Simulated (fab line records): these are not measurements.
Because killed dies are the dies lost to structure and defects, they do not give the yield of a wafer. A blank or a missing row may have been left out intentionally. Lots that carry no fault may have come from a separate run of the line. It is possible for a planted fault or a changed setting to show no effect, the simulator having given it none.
Matching of chambers :: flow n5 finfet :: rie diel-01 running N5_BEOL_M10_DESCUM_16: 4 sister chambers
The step chemistry O2, time 7.9 s. 4 wafers are shown with their chamber, then 10 later ones without.

WAFERS PAIRED WITH THEIR CHAMBERS
wafer: L080.2
chamber: 1
throttle valve pct (%): 21.11

wafer: L083.5
chamber: 3
throttle valve pct (%): 20.59

wafer: L081.1
chamber: 2
throttle valve pct (%): 20.67

wafer: L081.4
chamber: 0
throttle valve pct (%): 20.40

WAFERS WHOSE CHAMBER IS MISSING
wafer: L081.5
throttle valve pct (%): 20.59

wafer: L089.2
throttle valve pct (%): 20.79

wafer: L089.5
throttle valve pct (%): 20.20

wafer: L089.6
throttle valve pct (%): 20.77

wafer: L090.1
throttle valve pct (%): 20.23

wafer: L090.3
throttle valve pct (%): 20.43

wafer: L090.4
throttle valve pct (%): 20.80

wafer: L093.1
throttle valve pct (%): 20.22

wafer: L093.2
throttle valve pct (%): 20.79

wafer: L093.4
throttle valve pct (%): 20.22

EACH ONE'S CHAMBER
wafer: L081.5
from the rows above: can't be placed: 3 or 2 or 0
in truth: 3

wafer: L089.2
from the rows above: can't be placed: 2 or 3 or 1 or 0
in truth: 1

wafer: L089.5
from the rows above: can't be placed: 0 or 3 or 2
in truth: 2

wafer: L089.6
from the rows above: can't be placed: 2 or 3 or 1 or 0
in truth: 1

wafer: L090.1
from the rows above: can't be placed: 0 or 3 or 2
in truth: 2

wafer: L090.3
from the rows above: can't be placed: 0 or 3 or 2
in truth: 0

wafer: L090.4
from the rows above: can't be placed: 2 or 3 or 1 or 0
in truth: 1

wafer: L093.1
from the rows above: can't be placed: 0 or 3 or 2
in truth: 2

wafer: L093.2
from the rows above: can't be placed: 2 or 3 or 1 or 0
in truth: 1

wafer: L093.4
from the rows above: can't be placed: 0 or 3 or 2
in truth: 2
Correct placement for 0 of the 10. Unplaceable from these rows: 10, with the true chamber sitting among the candidates in 10. Wrongly placed: 0.
How it was worked out, from the rows above alone: a wafer's distance from a chamber is the root of the sum, over the readings, of the square of ((its reading less the chamber's mean) divided by the reading's scatter). The wafer belongs to the nearest chamber; if the next one is less than 2 further off, it can't be placed. The mean given for a chamber averages the wafers shown for that chamber. The scatter (one wafer shown for each chamber): square how far every hidden wafer sits from the nearest shown wafer, average those squares and take the square root.
